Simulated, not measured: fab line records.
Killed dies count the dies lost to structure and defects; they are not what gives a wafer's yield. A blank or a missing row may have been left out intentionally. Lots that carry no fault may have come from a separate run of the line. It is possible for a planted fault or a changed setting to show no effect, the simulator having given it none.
Chamber matching + flow n5 finfet + N5_BEOL_M7_CURE_75 on uv cure-03 has 3 sister chambers
The step cures SiCOH lowk, time 120 s. 6 wafers are shown with their chamber, then 10 later ones without.

WAFERS PAIRED WITH THEIR CHAMBERS
| wafer  | chamber | wafer_temp_C_max | lamp power pct (%) |
|--------|---------|------------------|--------------------|
| L075.5 | 2       | 371.5            | 52.20              |
| L075.6 | 2       | 371.4            | 52.25              |
| L092.4 | 1       | 371.3            | 52.31              |
| L092.5 | 1       | 372.5            | 52.28              |
| L089.2 | 0       | 372.1            | 52.37              |
| L089.4 | 0       | 372.6            | 52.30              |

WAFERS WITH NO CHAMBER GIVEN
| wafer  | wafer_temp_C_max | lamp power pct (%) |
|--------|------------------|--------------------|
| L089.6 | 372.5            | 52.33              |
| L095.1 | 371.8            | 52.29              |
| L095.4 | 371.8            | 52.26              |
| L095.5 | 372.2            | 52.38              |
| L097.1 | 371.7            | 52.23              |
| L097.2 | 372.2            | 52.25              |
| L097.6 | 372.1            | 52.24              |
| L096.1 | 371.2            | 52.25              |
| L096.2 | 372.0            | 52.25              |
| L096.3 | 371.8            | 52.28              |

WHICH CHAMBER EACH WENT THROUGH
| wafer  | from the rows above          | in truth |
|--------|------------------------------|----------|
| L089.6 | can't be placed: 0 or 1      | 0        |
| L095.1 | can't be placed: 1 or 0 or 2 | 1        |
| L095.4 | can't be placed: 1 or 2 or 0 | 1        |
| L095.5 | can't be placed: 0 or 1      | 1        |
| L097.1 | can't be placed: 2 or 1      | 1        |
| L097.2 | can't be placed: 1 or 2 or 0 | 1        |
| L097.6 | can't be placed: 2 or 1 or 0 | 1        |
| L096.1 | can't be placed: 2 or 1      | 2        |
| L096.2 | can't be placed: 1 or 2 or 0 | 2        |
| L096.3 | can't be placed: 1 or 2 or 0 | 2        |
0 of 10 placed correctly. Can't be placed from these rows: 10 (the true chamber is among the candidates in 10). Placed wrongly: 0.
How it was worked out, from the rows above alone: a wafer's distance from a chamber is the root of the sum, over the readings, of the square of ((its reading less the chamber's mean) divided by the reading's scatter). If the next closest chamber is less than 2 further off than the closest, the wafer can't be placed; otherwise it belongs to the closest. Each chamber's mean is taken over the wafers shown for it. The scatter is the square root of a quotient: the sum, over the shown wafers, of each reading's squared deviation from its chamber's mean, divided by wafers minus chambers.
